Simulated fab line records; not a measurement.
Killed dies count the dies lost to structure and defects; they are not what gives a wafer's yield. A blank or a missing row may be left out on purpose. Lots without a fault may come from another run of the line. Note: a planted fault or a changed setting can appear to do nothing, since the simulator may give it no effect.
Tool commonality check + flow nand_harc + 12 lots, 36 wafers sampled

== THE REASON FOR OPENING IT ==
At NHARC_P_ZERO_WELL_INSPECT_43 the reading raw_defect_count is flagged on 2 of 12 lots. Fault-free wafers read 14, with a standard deviation of 6.2.
Rule: a lot is flagged in two cases, either no wafer of it has a number, or all its wafers with numbers fall more than 4 standard deviations from that mean. The other lots count as sound.

| lot  | measured     | on                | raw_defect_count, wafer by wafer | flag    |
|------|--------------|-------------------|----------------------------------|---------|
| L581 | day 2 03:55  | defect_inspect-01 | 8 15 16                          |         |
| L582 | day 2 13:22  | defect_inspect-02 | 5 6 7                            |         |
| L584 | day 3 09:35  | defect_inspect-02 | 18 12 23                         |         |
| L592 | day 6 17:37  | defect_inspect-01 | 570 618 589                      | FLAGGED |
| L594 | day 7 13:53  | defect_inspect-01 | 599 588 652                      | FLAGGED |
| L596 | day 8 09:42  | defect_inspect-02 | 6 8 1                            |         |
| L599 | day 9 15:19  | defect_inspect-01 | 27 24 18                         |         |
| L600 | day 10 01:26 | defect_inspect-01 | 13 16 15                         |         |
| L601 | day 10 15:35 | defect_inspect-02 | 9 18 13                          |         |
| L602 | day 10 21:28 | defect_inspect-01 | 11 18 13                         |         |
| L603 | day 11 07:42 | defect_inspect-02 | 27 11 10                         |         |
| L604 | day 11 18:35 | defect_inspect-02 | 16 16 18                         |         |
The mean of the flagged lots' numbers is 603, +589 from the usual (+95 standard deviations).

== WHICH TOOL RAN EACH LOT ==
2 process steps preceding the reading are held in the record, out of 1302 steps in the route. Cell contents, in order: the tool; ch with the chambers the sampled wafers went through; the start.
| lot  | flag    | NHARC_P_ZERO_WELL_PECVD_02      | NHARC_P_ZERO_WELL_ETCH_63        |
|------|---------|---------------------------------|----------------------------------|
| L581 |         | pecvd-02 ch 0,1,2, day 1 20:38  | rie_si-04 ch 1,2, day 1 21:54    |
| L582 |         | pecvd-04 ch 1,2, day 2 06:29    | rie_si-02 ch 1,3, day 2 07:33    |
| L584 |         | pecvd-02 ch 0,1,2, day 3 02:34  | rie_si-04 ch 1,2, day 3 03:33    |
| L592 | FLAGGED | pecvd-02 ch 0,1,2, day 6 10:29  | rie_si-02 ch 1,2,3, day 6 11:34  |
| L594 | FLAGGED | pecvd-02 ch 1,2, day 7 06:29    | rie_si-03 ch 2,3, day 7 07:52    |
| L596 |         | pecvd-04 ch 0,2, day 8 02:29    | rie_si-03 ch 0,1,2, day 8 03:39  |
| L599 |         | pecvd-01 ch 1,2, day 9 08:29    | rie_si-02 ch 0,1,3, day 9 09:40  |
| L600 |         | pecvd-04 ch 0,1, day 9 18:31    | rie_si-04 ch 1,2, day 9 19:40    |
| L601 |         | pecvd-02 ch 0,2, day 10 04:29   | rie_si-04 ch 2,3, day 10 05:40   |
| L602 |         | pecvd-04 ch 0,1, day 10 14:31   | rie_si-04 ch 0,2,3, day 10 15:33 |
| L603 |         | pecvd-04 ch 0,1,2, day 11 00:31 | rie_si-03 ch 0,2,3, day 11 01:36 |
| L604 |         | pecvd-01 ch 1,2, day 11 10:29   | rie_si-02 ch 0,2,3, day 11 12:38 |
What is done by these steps:
- NHARC_P_ZERO_WELL_PECVD_02: deposits SiO2, target thk 10 nm.
- NHARC_P_ZERO_WELL_ETCH_63: etches the open film in HBr/Cl2, target depth 120 nm, time 40.1 s.
- NHARC_P_ZERO_WELL_INSPECT_43

== FLAGGED OVER TOTAL, TOOL BY TOOL (the gauges that took the reading come last) ==
| step                         | tool              | lots run | flagged | share of the flagged lots | sound lots run after its first flagged lot |
|------------------------------|-------------------|----------|---------|---------------------------|--------------------------------------------|
| NHARC_P_ZERO_WELL_PECVD_02   | pecvd-01          | 2        | 0       | none                      | -                                          |
| NHARC_P_ZERO_WELL_PECVD_02   | pecvd-02          | 5        | 2       | all                       | 1 (L601)                                   |
| NHARC_P_ZERO_WELL_PECVD_02   | pecvd-04          | 5        | 0       | none                      | -                                          |
| NHARC_P_ZERO_WELL_ETCH_63    | rie_si-02         | 4        | 1       | some                      | 2 (L599,L604)                              |
| NHARC_P_ZERO_WELL_ETCH_63    | rie_si-03         | 3        | 1       | some                      | 2 (L596,L603)                              |
| NHARC_P_ZERO_WELL_ETCH_63    | rie_si-04         | 5        | 0       | none                      | -                                          |
| NHARC_P_ZERO_WELL_INSPECT_43 | defect_inspect-01 | 6        | 2       | all                       | 3 (L599,L600,L602)                         |
| NHARC_P_ZERO_WELL_INSPECT_43 | defect_inspect-02 | 6        | 0       | none                      | -                                          |

== THE TABLE: WHAT IT ALLOWS ==
Every flagged lot went through 2 rows of the table: pecvd-02 at NHARC_P_ZERO_WELL_PECVD_02 and defect_inspect-01 at NHARC_P_ZERO_WELL_INSPECT_43.
- pecvd-02 at NHARC_P_ZERO_WELL_PECVD_02 ran 5 lots, 2 of them flagged. Sound lots ran on it after the first flagged one (L601), which a lasting fault on the whole tool wouldn't allow.
- defect_inspect-01 at NHARC_P_ZERO_WELL_INSPECT_43 ran 6 lots, 2 of them flagged. Sound lots ran on it after the first flagged one (L599, L600, L602), which a lasting fault on the whole tool wouldn't allow.
No row of the table ran every flagged lot and no sound lot after the first.

== WHAT THE SIMULATOR PUT IN ==
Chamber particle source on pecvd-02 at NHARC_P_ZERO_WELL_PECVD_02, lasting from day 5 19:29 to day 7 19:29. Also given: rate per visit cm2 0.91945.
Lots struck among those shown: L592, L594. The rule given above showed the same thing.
